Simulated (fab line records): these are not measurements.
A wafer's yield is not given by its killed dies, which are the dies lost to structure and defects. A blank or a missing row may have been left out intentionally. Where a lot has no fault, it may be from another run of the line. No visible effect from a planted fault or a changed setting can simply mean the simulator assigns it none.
fab line records	flow n5Finfet
record lots=7	wafers=21
route steps=1938 shown BEOL_M12@1605 BEOL_M13@1665 BEOL_M14@1742 BEOL_M15@1800
startH: hours from the record's opening day to when the first of the lot's shown wafers began	waitH: hours elapsed since this lot's preceding step	" as in the row above	L1.1+2: one row covering several wafers at once	- no value, or no start given	* or withheld: withheld	< > ~ a bound
route shown NAME@n: NAME is a module with steps in the file, n the number in the route of the first one	usual: the fault-free wafers' mean and standard deviation	same: alike in all rows	chamber/n: place in a boat	sites: readings site by site	_std_site: their standard deviation	_edge_site: the outer-site mean with the inner-site mean subtracted	radiusMm: how far each site lies from the wafer's centre	mask NAME#n: copy n	behind: the tool/chamber that last shaped the wafer	hold: what put the lot on hold/how long, in hours/how the hold closed	device: names the non-switching transistor (n, p or np)	end of line: tests run on the same wafers once the route is complete	a step given without rows: its recipe and nothing more	killed: dies lost to structure and defects at the first sort, not the wafer's yield	map: a wafer's dies, marking killed ones x, the rest . and places with no die _
set.NAME: the setting the step ran with; set.NAME@STEP: the setting that earlier step ran with	model.NAME: the simulator's own value behind a step, which no gauge read
lots run with intentionally changed settings; tables by step, rows by wafer
## steps
# step N5_BEOL_M12_COAT_04
# recipe spinRpm=1625	resistThkNm=400
lot.wafer	tool	chamber	startH	waitH	set.spinRpm	model.coat_of_BEOL_M12_COAT_04.thkNm
L074.3	lithoTrack-02	0	-	-	1625	398.2
L074.4	"	0	"	"	1625	400
L074.6	"	0	"	"	1625	399.8
L076.2	lithoTrack-01	0	-	-	1568	407.6
L076.3	"	0	"	"	1625	399.2
L076.6	"	0	"	"	1568	406.2
L077.2	lithoTrack-02	0	-	-	1541	410.4
L077.3	"	0	"	"	1625	400
L077.4	"	0	"	"	1625	399.6
L078.1	lithoTrack-05	0	-	-	1625	402.8
L078.2	"	0	"	"	1761	386.6
L078.5	"	0	"	"	1625	400.8
L079.1	lithoTrack-01	0	-	-	1722	387
L079.3	"	0	"	"	1625	399.8
L079.5	"	0	"	"	1722	388
L096.1	lithoTrack-02	0	-	-	1625	400.6
L096.3	"	0	"	"	1528	413.4
L096.6	"	0	"	"	1528	413
L097.1	lithoTrack-02	0	-	-	1625	402.4
L097.2	"	0	"	"	1625	401
L097.6	"	0	"	"	1625	402.2
# step N5_BEOL_M12_EBR_06
# recipe solvent=PGMEA	ebrWidthMm=1.5
# step N5_BEOL_M12_SOFTBAKE_05
# recipe tempC=130	timeS=60
# step N5_BEOL_M12_DESCUM_15
# recipe chemistry=O2	timeS=7.9	sourcePowerW=50	biasPowerW=20	pressureMtorr=20	rfFrequencyHz=2.712e+07	tempC=40	o2FlowSccm=225
# step N5_BEOL_M12_ETCH_59
# recipe chemistry=N2/H2	target=BARC	targetDepthA=890	overetchA=267	timeS=67.9	ionEnergyEv=200	pressureMtorr=30	sourceW=840	biasW=150	n2FlowSccm=200	h2FlowSccm=200
lot.wafer	tool	chamber	startH	waitH	set.spinRpm@BEOL_M12_COAT_04	model.coat_of_BEOL_M12_COAT_04.thkNm
L074.3	rieDiel-03	0	275.90	0.0	1625	315.6
L074.4	"	1	"	"	1625	317.8
L074.6	"	0	"	"	1625	317.4
L076.2	rieDiel-01	0	288.54	0.0	1568	327
L076.3	"	2	"	"	1625	318.6
L076.6	"	2	"	"	1568	325.4
L077.2	rieDiel-04	3	303.08	0.0	1541	328.8
L077.3	"	0	"	"	1625	319.6
L077.4	"	1	"	"	1625	319.2
L078.1	rieDiel-04	3	312.81	0.0	1625	320.8
L078.2	"	2	"	"	1761	305.6
L078.5	"	2	"	"	1625	320.2
L079.1	rieDiel-01	1	314.13	0.0	1722	304.2
L079.3	"	0	"	"	1625	319
L079.5	"	3	"	"	1722	304.8
L096.1	rieDiel-01	2	415.60	0.0	1625	319.2
L096.3	"	3	"	"	1528	329.4
L096.6	"	3	"	"	1528	329.2
L097.1	rieDiel-04	3	425.18	0.0	1625	321.6
L097.2	"	2	"	"	1625	319
L097.6	"	3	"	"	1625	320.6
# step N5_BEOL_M12_VIA_ETCH_16
# recipe chemistry=C4F8/O2/Ar	target=SiOC	pressureMtorr=30	sourceW=3000	biasW=700	Ar_flow_sccm=400	C4F8_flow_sccm=15	O2_flow_sccm=8	heInnerTorr=15	heOuterTorr=30	targetDepthA=7248	timeS=withheld	ionEnergyEv=250	ends=cleared
# step N5_BEOL_M12_STRIP_63
# recipe chemistry=N2/H2	powerW=1000	tempC=250	h2Frac=0.65	overashFraction=0.3	pressureMtorr=1000	n2FlowSccm=1750	h2FlowSccm=3250
# usual stripTimeToEndpointS=43.0/0.76
lot.wafer	tool	chamber	startH	waitH	set.spinRpm@BEOL_M12_COAT_04	stripTimeToEndpointS
L074.3	plasmaAsher-02	0	276.17	-	1625	43.1
L074.4	"	1	"	"	1625	42.6
L074.6	"	1	"	"	1625	42.0
L076.2	plasmaAsher-01	0	288.79	-	1568	45.2
L076.3	"	1	"	"	1625	43.5
L076.6	"	0	"	"	1568	43.6
L077.2	plasmaAsher-01	1	303.33	-	1541	46.5
L077.3	"	1	"	"	1625	42.6
L077.4	"	0	"	"	1625	42.4
L078.1	plasmaAsher-02	0	313.06	-	1625	43.6
L078.2	"	1	"	"	1761	40.2
L078.5	"	0	"	"	1625	43.6
L079.1	plasmaAsher-01	1	314.38	-	1722	39.2
L079.3	"	1	"	"	1625	44.0
L079.5	"	0	"	"	1722	39.0
L096.1	plasmaAsher-01	1	415.85	-	1625	44.0
L096.3	"	0	"	"	1528	46.9
L096.6	"	0	"	"	1528	45.7
L097.1	plasmaAsher-01	0	425.43	-	1625	44.3
L097.2	"	1	"	"	1625	43.4
L097.6	"	1	"	"	1625	43.1
# step N5_BEOL_M12_CMP_49
# recipe stopOn=SiOC	tOverpolishS=20.6	downForcePsi=1	platenRpm=50	clearingPlatenDownForcePsi=1.5	clearingPlatenRpm=50	postCmpClean=cuAlkaline	targetThkNm=320	clearingPlatenPadVelocityMS=0.99484	padVelocityMS=0.99484
# usual barrierFieldEndpointS=30.3/0.67
lot.wafer	tool	chamber	startH	waitH	set.downForcePsi	barrierFieldEndpointS
L074.3	cmp-03	0	279.98	0.2	1	31.2
L074.4	"	1	"	"	0.8023	37.7
L074.6	"	3	"	"	0.8023	37.5
L076.2	cmp-04	1	291.85	0.2	1	28.8
L076.3	"	3	"	"	1	29.6
L076.6	"	1	"	"	1	29.0
L077.3	cmp-04	3	309.55	0.2	0.7794	38.7
L077.4	"	1	"	"	1	29.7
L077.2	"	2	"	"	1	29.7
L078.2	cmp-03	0	316.29	0.2	1	30.4
L078.1	"	1	"	"	1	30.4
L078.5	"	0	"	"	1	30.3
L079.3	cmp-02	1	318.93	0.2	1.084	27.8
L079.1	"	3	"	"	1	30.7
L079.5	"	1	"	"	1.084	28.2
L096.1	cmp-02	1	423.62	0.3	1	31.1
L096.3	"	2	"	"	1	31.4
L096.6	"	1	"	"	1	30.5
L097.2	cmp-04	0	431.71	0.2	1	31.8
L097.1	"	2	"	"	1	29.7
L097.6	"	1	"	"	1	29.6
# step N5_BEOL_M13_EXPOSE_07
# recipe maskId=V12	na=0.93	sourceShape=conventional	sigmaOuter=0.6	polarization=unpolarized	attpsmPhaseDeg=180	doseMj=24.8
lot.wafer	tool	chamber	startH	waitH	mask	set.doseMj
L074.3+4+6	krfScanner-02	0	280.84	-	V12#0	24.8
L076.2+6	krfScanner-02	0	292.75	-	V12#0	24.8
L076.3	"	0	"	"	V12#0	25.44
L077.2+3+4	krfScanner-02	0	310.33	-	V12#0	24.8
L078.1+5	krfScanner-02	0	317.06	-	V12#0	24.8
L078.2	"	0	"	"	V12#0	25.87
L079.1+5	krfScanner-01	0	319.82	-	V12#0	24.8
L079.3	"	0	"	"	V12#0	23.11
L096.1+6	krfScanner-01	0	424.35	-	V12#0	24.8
L096.3	"	0	"	"	V12#0	23.62
L097.1+2+6	krfScanner-01	0	432.47	-	V12#0	24.8
# step N5_BEOL_M13_PEB_08
# recipe pebTempC=130	pebTimeS=90
# step N5_BEOL_M13_DEVELOP_09
# recipe developTimeS=45	rinseLiquid=diw	dry=airSpin	devTempC=21
# step N5_BEOL_M13_HARDBAKE_14
# recipe tempC=130	timeS=120
# step N5_BEOL_M13_CD_MEAS_10
# recipe targetCdNm=190	landingEnergyEv=500	detector=seInlens	polarity=opening
# usual cdNm=190.7/1.6
lot.wafer	tool	chamber	startH	waitH	set.doseMj@BEOL_M13_EXPOSE_07	cdNm
L074.3	cdSem-01	0	281.01	-	24.8	190.6
L074.4	"	0	"	"	24.8	191.3
L074.6	"	0	"	"	24.8	191.6
L076.2	cdSem-03	0	292.91	-	24.8	192.1
L076.3	"	0	"	"	25.44	191.7
L076.6	"	0	"	"	24.8	192.0
L077.2	cdSem-03	0	310.49	-	24.8	189.8
L077.3	"	0	"	"	24.8	189.2
L077.4	"	0	"	"	24.8	188.5
L078.1	cdSem-03	0	317.23	-	24.8	189.4
L078.2	"	0	"	"	25.87	193.4
L078.5	"	0	"	"	24.8	188.3
L079.1	cdSem-02	0	319.99	-	24.8	189.6
L079.3	"	0	"	"	23.11	182.1
L079.5	"	0	"	"	24.8	190.0
L096.1	cdSem-01	0	424.52	-	24.8	190.1
L096.3	"	0	"	"	23.62	185.1
L096.6	"	0	"	"	24.8	188.1
L097.1	cdSem-02	0	432.64	-	24.8	190.3
L097.2	"	0	"	"	24.8	188.9
L097.6	"	0	"	"	24.8	189.0
# step N5_BEOL_M14_EXPOSE_25
# recipe maskId=M14	na=0.8	sourceShape=annular	sigmaInner=0.5	sigmaOuter=0.8	polarization=unpolarized	targetCdNm=280	doseMj=26.6
lot.wafer	tool	chamber	startH	waitH	mask	set.doseMj
L074.3+4+6	krfScanner-01	0	285.93	-	M14#0	26.6
L076.2	krfScanner-01	0	298.39	-	M14#0	26.6
L076.3+6	"	0	"	"	M14#0	25.56
L077.2+3	krfScanner-02	0	315.61	-	M14#0	27.49
L077.4	"	0	"	"	M14#0	26.6
L078.1+2+5	krfScanner-02	0	325.70	-	M14#0	26.6
L079.1+3+5	krfScanner-02	0	327.11	-	M14#0	26.6
L096.1+3	krfScanner-02	0	434.54	-	M14#0	26.6
L096.6	"	0	"	"	M14#0	25.46
L097.1+2+6	krfScanner-01	0	438.60	-	M14#0	26.6
# step N5_BEOL_M14_DEVELOP_27
# recipe developTimeS=45	rinseLiquid=diw	dry=airSpin	devTempC=21
lot.wafer	tool	chamber	startH	waitH	set.developTimeS
L074.3+6	lithoTrack-02	0	-	-	38.77
L074.4	"	0	"	"	45
L076.2	lithoTrack-02	0	-	-	45
L076.3+6	"	0	"	"	37.22
L077.2+4	lithoTrack-01	0	-	-	41.92
L077.3	"	0	"	"	45
L078.1+2	lithoTrack-01	0	-	-	45
L078.5	"	0	"	"	50.8
L079.1	lithoTrack-01	0	-	-	39.98
L079.3+5	"	0	"	"	45
L096.1+6	lithoTrack-01	0	-	-	51.84
L096.3	"	0	"	"	45
L097.1+2+6	lithoTrack-01	0	-	-	45
# step N5_BEOL_M14_HARDBAKE_32
# recipe tempC=130	timeS=120
# step N5_BEOL_M14_CD_MEAS_28
# recipe targetCdNm=284.4	landingEnergyEv=500	detector=seInlens
# usual cdNm=284.6/1.6
lot.wafer	tool	chamber	startH	waitH	set.doseMj@BEOL_M14_EXPOSE_25	cdNm
L074.3	cdSem-02	0	286.09	-	26.6	282.7
L074.4	"	0	"	"	26.6	282.9
L074.6	"	0	"	"	26.6	283.2
L076.2	cdSem-02	0	298.55	-	26.6	285.0
L076.3	"	0	"	"	25.56	276.6
L076.6	"	0	"	"	25.56	276.0
L077.2	cdSem-02	0	315.78	-	27.49	288.8
L077.3	"	0	"	"	27.49	289.3
L077.4	"	0	"	"	26.6	285.5
L078.1	cdSem-02	0	325.87	-	26.6	281.8
L078.2	"	0	"	"	26.6	284.9
L078.5	"	0	"	"	26.6	283.2
L079.1	cdSem-03	0	327.28	-	26.6	284.3
L079.3	"	0	"	"	26.6	282.3
L079.5	"	0	"	"	26.6	283.0
L096.1	cdSem-01	0	434.72	-	26.6	285.5
L096.3	"	0	"	"	26.6	286.2
L096.6	"	0	"	"	25.46	276.5
L097.1	cdSem-01	0	438.77	-	26.6	284.9
L097.2	"	0	"	"	26.6	286.0
L097.6	"	0	"	"	26.6	282.5
# step N5_BEOL_M14_DESCUM_33
# recipe chemistry=O2	timeS=7.9	sourcePowerW=50	biasPowerW=20	pressureMtorr=20	rfFrequencyHz=2.712e+07	tempC=40	o2FlowSccm=225
lot.wafer	tool	chamber	startH	waitH	set.doseMj@BEOL_M14_EXPOSE_25	model.BEOL_M14.cdNm
L074.3	rieDiel-01	0	286.18	0.0	26.6	282.6
L074.4+6	"	3,0	"	"	26.6	283
L076.2	rieDiel-04	0	298.64	0.0	26.6	285
L076.3	"	1	"	"	25.56	276.6
L076.6	"	3	"	"	25.56	275.8
L077.2	rieDiel-04	0	315.86	0.0	27.49	288.6
L077.3	"	2	"	"	27.49	289.2
L077.4	"	3	"	"	26.6	285.4
L078.1	rieDiel-03	2	325.96	0.0	26.6	281.4
L078.2	"	0	"	"	26.6	285.2
L078.5	"	2	"	"	26.6	283.4
L079.1	rieDiel-01	0	327.40	0.1	26.6	284.4
L079.3	"	1	"	"	26.6	282.2
L079.5	"	2	"	"	26.6	282.6
L096.1	rieDiel-03	0	434.95	0.2	26.6	285.8
L096.3	"	1	"	"	26.6	286
L096.6	"	2	"	"	25.46	276.6
L097.1	rieDiel-03	3	438.86	0.0	26.6	285
L097.2	"	0	"	"	26.6	286.2
L097.6	"	2	"	"	26.6	282.8
# step N5_BEOL_M14_ETCH_67
# recipe chemistry=CF4	target=SiARC	targetDepthA=1430	timeS=238.3	ionEnergyEv=80	pressureMtorr=40	sourceW=545	biasW=36	Ar_flow_sccm=100	cf4FlowSccm=100	ends=cleared
lot.wafer	tool	chamber	startH	waitH	set.doseMj@BEOL_M14_EXPOSE_25	model.BEOL_M14.cdNm
L074.3	rieDiel-01	0	286.21	0.0	26.6	279.2
L074.4	"	3	"	"	26.6	278.8
L074.6	"	0	"	"	26.6	279
L076.2	rieDiel-04	0	298.68	0.0	26.6	280.6
L076.3	"	1	"	"	25.56	271.8
L076.6	"	3	"	"	25.56	271
L077.2	rieDiel-04	0	315.90	0.0	27.49	284.6
L077.3	"	2	"	"	27.49	285.4
L077.4	"	3	"	"	26.6	281.8
L078.1	rieDiel-03	2	325.99	0.0	26.6	277.8
L078.2	"	0	"	"	26.6	281
L078.5	"	2	"	"	26.6	279.6
L079.1	rieDiel-01	0	327.44	0.0	26.6	280.8
L079.3	"	1	"	"	26.6	278.2
L079.5	"	2	"	"	26.6	278
L096.1	rieDiel-03	0	434.99	0.0	26.6	281.8
L096.3	"	1	"	"	26.6	283.2
L096.6	"	2	"	"	25.46	272.2
L097.1	rieDiel-03	3	438.89	0.0	26.6	280.6
L097.2	"	0	"	"	26.6	281.6
L097.6	"	2	"	"	26.6	278.2
# step N5_BEOL_M15_EXPOSE_25
# recipe maskId=M15	na=0.8	sourceShape=annular	sigmaInner=0.5	sigmaOuter=0.8	polarization=unpolarized	targetCdNm=400	doseMj=35.5
lot.wafer	tool	chamber	startH	waitH	mask	set.doseMj
L074.3+6	krfScanner-02	0	290.82	-	M15#0	33.77
L074.4	"	0	"	"	M15#0	35.5
L076.2+3+6	krfScanner-02	0	304.17	-	M15#0	35.5
L077.2+3	krfScanner-01	0	322.03	-	M15#0	35.5
L077.4	"	0	"	"	M15#0	37.55
L078.1	krfScanner-02	0	330.57	-	M15#0	35.5
L078.2+5	"	0	"	"	M15#0	36.89
L079.1+3	krfScanner-01	0	334.31	-	M15#0	35.5
L079.5	"	0	"	"	M15#0	33.09
L096.1	krfScanner-02	0	441.84	-	M15#0	33.82
L096.3+6	"	0	"	"	M15#0	35.5
L097.1+2+6	krfScanner-02	0	443.88	-	M15#0	35.5
# step N5_BEOL_M15_PEB_26
# recipe pebTempC=130	pebTimeS=90
# step N5_BEOL_M15_DEVELOP_27
# recipe developTimeS=45	rinseLiquid=diw	dry=airSpin	devTempC=21
# step N5_BEOL_M15_HARDBAKE_32
# recipe tempC=130	timeS=120
# step N5_BEOL_M15_CD_MEAS_28
# recipe targetCdNm=407.6	landingEnergyEv=500	detector=seInlens
# usual cdNm=406.9/2.2
lot.wafer	tool	chamber	startH	waitH	set.doseMj@BEOL_M15_EXPOSE_25	cdNm
L074.3	cdSem-03	0	290.99	-	33.77	401.6
L074.4	"	0	"	"	35.5	411.7
L074.6	"	0	"	"	33.77	403.1
L076.2	cdSem-01	0	304.34	-	35.5	410.4
L076.3	"	0	"	"	35.5	408.5
L076.6	"	0	"	"	35.5	410.6
L077.2	cdSem-02	0	322.20	-	35.5	411.6
L077.3	"	0	"	"	35.5	410.1
L077.4	"	0	"	"	37.55	418.5
L078.1	cdSem-02	0	330.75	-	35.5	404.8
L078.2	"	0	"	"	36.89	411.8
L078.5	"	0	"	"	36.89	411.8
L079.1	cdSem-02	0	334.49	-	35.5	407.3
L079.3	"	0	"	"	35.5	409.0
L079.5	"	0	"	"	33.09	396.1
L096.1	cdSem-01	0	442.01	-	33.82	402.1
L096.3	"	0	"	"	35.5	409.3
L096.6	"	0	"	"	35.5	408.1
L097.1	cdSem-03	0	444.05	-	35.5	400.9
L097.2	"	0	"	"	35.5	404.2
L097.6	"	0	"	"	35.5	403.9
# step N5_BEOL_M15_DESCUM_33
# recipe chemistry=O2	timeS=7.9	sourcePowerW=50	biasPowerW=20	pressureMtorr=20	rfFrequencyHz=2.712e+07	tempC=40	o2FlowSccm=225
lot.wafer	tool	chamber	startH	waitH	set.doseMj@BEOL_M15_EXPOSE_25	model.BEOL_M15.cdNm
L074.3	rieDiel-02	2	291.07	0.0	33.77	401.6
L074.4	"	3	"	"	35.5	411.6
L074.6	"	1	"	"	33.77	403
L076.2+6	rieDiel-05	1,2	304.43	0.0	35.5	410.4
L076.3	"	0	"	"	35.5	408
L077.2	rieDiel-06	3	322.32	0.1	35.5	411.8
L077.3	"	0	"	"	35.5	410.2
L077.4	"	1	"	"	37.55	418.6
L078.1	rieDiel-06	2	331.06	0.3	35.5	404.8
L078.2	"	3	"	"	36.89	411.8
L078.5	"	0	"	"	36.89	411.4
L079.1	rieDiel-06	3	334.69	0.1	35.5	407
L079.3	"	0	"	"	35.5	409
L079.5	"	1	"	"	33.09	396.4
L096.1	rieDiel-02	1	442.27	0.2	33.82	402.2
L096.3	"	3	"	"	35.5	409.4
L096.6	"	3	"	"	35.5	408.6
L097.1	rieDiel-06	3	444.14	0.0	35.5	401
L097.2	"	2	"	"	35.5	404.2
L097.6	"	2	"	"	35.5	403.6
# step N5_BEOL_M15_ETCH_61
# recipe chemistry=N2/H2	target=BARC	targetDepthA=890	overetchA=267	timeS=67.9	ionEnergyEv=200	pressureMtorr=30	sourceW=840	biasW=150	n2FlowSccm=200	h2FlowSccm=200
lot.wafer	tool	chamber	startH	waitH	set.doseMj@BEOL_M15_EXPOSE_25	model.BEOL_M15.cdNm
L074.3	rieDiel-02	2	291.11	0.0	33.77	393.8
L074.4	"	3	"	"	35.5	404.6
L074.6	"	1	"	"	33.77	394.2
L076.2	rieDiel-05	1	304.47	0.0	35.5	403
L076.3	"	0	"	"	35.5	401.2
L076.6	"	2	"	"	35.5	405
L077.2	rieDiel-06	3	322.36	0.0	35.5	404.8
L077.3	"	0	"	"	35.5	403.4
L077.4	"	1	"	"	37.55	411.8
L078.1	rieDiel-06	2	331.10	0.0	35.5	397.4
L078.2	"	3	"	"	36.89	403.8
L078.5	"	0	"	"	36.89	404
L079.1	rieDiel-06	3	334.72	0.0	35.5	399
L079.3	"	0	"	"	35.5	401.2
L079.5	"	1	"	"	33.09	388.8
L096.1	rieDiel-02	1	442.31	0.0	33.82	393
L096.3	"	3	"	"	35.5	401.6
L096.6	"	3	"	"	35.5	400.2
L097.1	rieDiel-06	3	444.18	0.0	35.5	393
L097.2	"	2	"	"	35.5	396.2
L097.6	"	2	"	"	35.5	395.8
## key
split step=N5_BEOL_M12_COAT_04	setting=spinRpm	stated=1625	by=wafer
response step=N5_BEOL_M12_COAT_04	reading=model.coat_of_BEOL_M12_COAT_04.thkNm	change=-1.98	per=1%	r=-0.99
response step=N5_BEOL_M12_ETCH_59	reading=model.coat_of_BEOL_M12_COAT_04.thkNm	change=-1.92	per=1%	r=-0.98
response step=N5_BEOL_M12_STRIP_63	reading=stripTimeToEndpointS	change=*	per=1%	r=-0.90
split step=N5_BEOL_M12_CMP_49	setting=downForcePsi	stated=1	by=wafer
response step=N5_BEOL_M12_CMP_49	reading=barrierFieldEndpointS	change=-0.367	per=1%	r=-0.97
split step=N5_BEOL_M13_EXPOSE_07	setting=doseMj	stated=24.8	by=wafer
response step=N5_BEOL_M13_CD_MEAS_10	reading=cdNm	change=+0.955	per=1%	r=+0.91
split step=N5_BEOL_M14_EXPOSE_25	setting=doseMj	stated=26.6	by=wafer
response step=N5_BEOL_M14_CD_MEAS_28	reading=cdNm	change=+1.92	per=1%	r=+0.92
response step=N5_BEOL_M14_DESCUM_33	reading=model.BEOL_M14.cdNm	change=+1.92	per=1%	r=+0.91
response step=N5_BEOL_M14_ETCH_67	reading=model.BEOL_M14.cdNm	change=+2.03	per=1%	r=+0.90
split step=N5_BEOL_M14_DEVELOP_27	setting=developTimeS	stated=45	by=wafer
response none clear
split step=N5_BEOL_M15_EXPOSE_25	setting=doseMj	stated=35.5	by=wafer
response step=N5_BEOL_M15_CD_MEAS_28	reading=cdNm	change=+1.63	per=1%	r=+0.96
response step=N5_BEOL_M15_DESCUM_33	reading=model.BEOL_M15.cdNm	change=+1.61	per=1%	r=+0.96
response step=N5_BEOL_M15_ETCH_61	reading=model.BEOL_M15.cdNm	change=+1.67	per=1%	r=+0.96
